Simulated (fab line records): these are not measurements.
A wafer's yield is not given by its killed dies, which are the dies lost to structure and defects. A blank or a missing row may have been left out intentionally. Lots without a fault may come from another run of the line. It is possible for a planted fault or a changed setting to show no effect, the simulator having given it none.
Matching of chambers | flow n5 finfet | 4 sister chambers for N5_GATE_CUT_ETCH_19 on rie diel-05
The step etches SiNx in CH3F/O2, target depth 53.7 nm, time 76.7 s. 16 wafers are shown with their chamber, then 8 later ones without.

WAFERS PAIRED WITH THEIR CHAMBERS
wafer  | chamber | drypump motor current A (A) | throttle valve pct (%) | etch rf on time s (s)
L076.3 | 1       | 5.7                         | 16.62                  | 80.1
L076.4 | 3       | 5.2                         | 16.43                  | 77.1
L076.5 | 0       | 6.0                         | 16.30                  | 75.9
L078.3 | 1       | 5.7                         | 16.63                  | 79.8
L078.4 | 0       | 5.9                         | 16.31                  | 75.8
L078.6 | 3       | 5.2                         | 16.44                  | 77.4
L081.4 | 1       | 5.7                         | 16.65                  | 79.8
L081.5 | 2       | 6.7                         | 16.32                  | 78.0
L081.6 | 3       | 5.2                         | 16.47                  | 77.3
L082.1 | 1       | 5.7                         | 16.65                  | 80.3
L082.2 | 3       | 5.2                         | 16.47                  | 77.9
L082.4 | 2       | 6.7                         | 16.32                  | 78.1
L084.4 | 3       | 5.2                         | 16.48                  | 77.7
L084.5 | 1       | 5.7                         | 16.66                  | 79.6
L084.6 | 2       | 6.8                         | 16.33                  | 77.8
L088.1 | 3       | 5.2                         | 16.48                  | 76.3

SIGNATURES (averages over the wafers above)
reading                 | chamber 0 | chamber 1 | chamber 2 | chamber 3 | scatter within a chamber
drypump motor current A | 5.950     | 5.700     | 6.733     | 5.200     | 0.0312
throttle valve pct      | 16.3050   | 16.6420   | 16.3233   | 16.4617   | 0.017
etch rf on time s       | 75.850    | 79.920    | 77.967    | 77.283    | 0.401
Rule: a wafer lies at a distance from a chamber equal to the root of the sum of squares, over the readings, of (its reading less the chamber's mean, divided by the reading's scatter). The wafer belongs to the nearest chamber; if the next one is less than 2 further off, it can't be placed. The scatter: take each reading less its chamber's mean, square it, sum over the shown wafers, divide by the number of wafers less the number of chambers, and take the root.

WAFERS WHOSE CHAMBER IS MISSING
wafer  | drypump motor current A (A) | throttle valve pct (%) | etch rf on time s (s)
L088.3 | 6.0                         | 15.82                  | 75.7
L088.5 | 5.2                         | 16.48                  | 77.1
L091.2 | 5.7                         | 16.65                  | 79.9
L091.4 | 5.2                         | 16.50                  | 76.9
L091.5 | 5.7                         | 16.66                  | 80.8
L096.2 | 5.7                         | 16.71                  | 80.3
L096.3 | 6.0                         | 15.84                  | 76.7
L096.5 | 6.8                         | 16.39                  | 77.3

WHICH CHAMBER EACH ONE RAN IN
wafer  | from the rows above | in truth
L088.3 | 0                   | 0
L088.5 | 3                   | 3
L091.2 | 1                   | 1
L091.4 | 3                   | 3
L091.5 | 1                   | 1
L096.2 | 1                   | 1
L096.3 | 0                   | 0
L096.5 | 2                   | 2
8 of 8 placed correctly. Can't be placed from these rows: 0. Wrongly placed: 0.
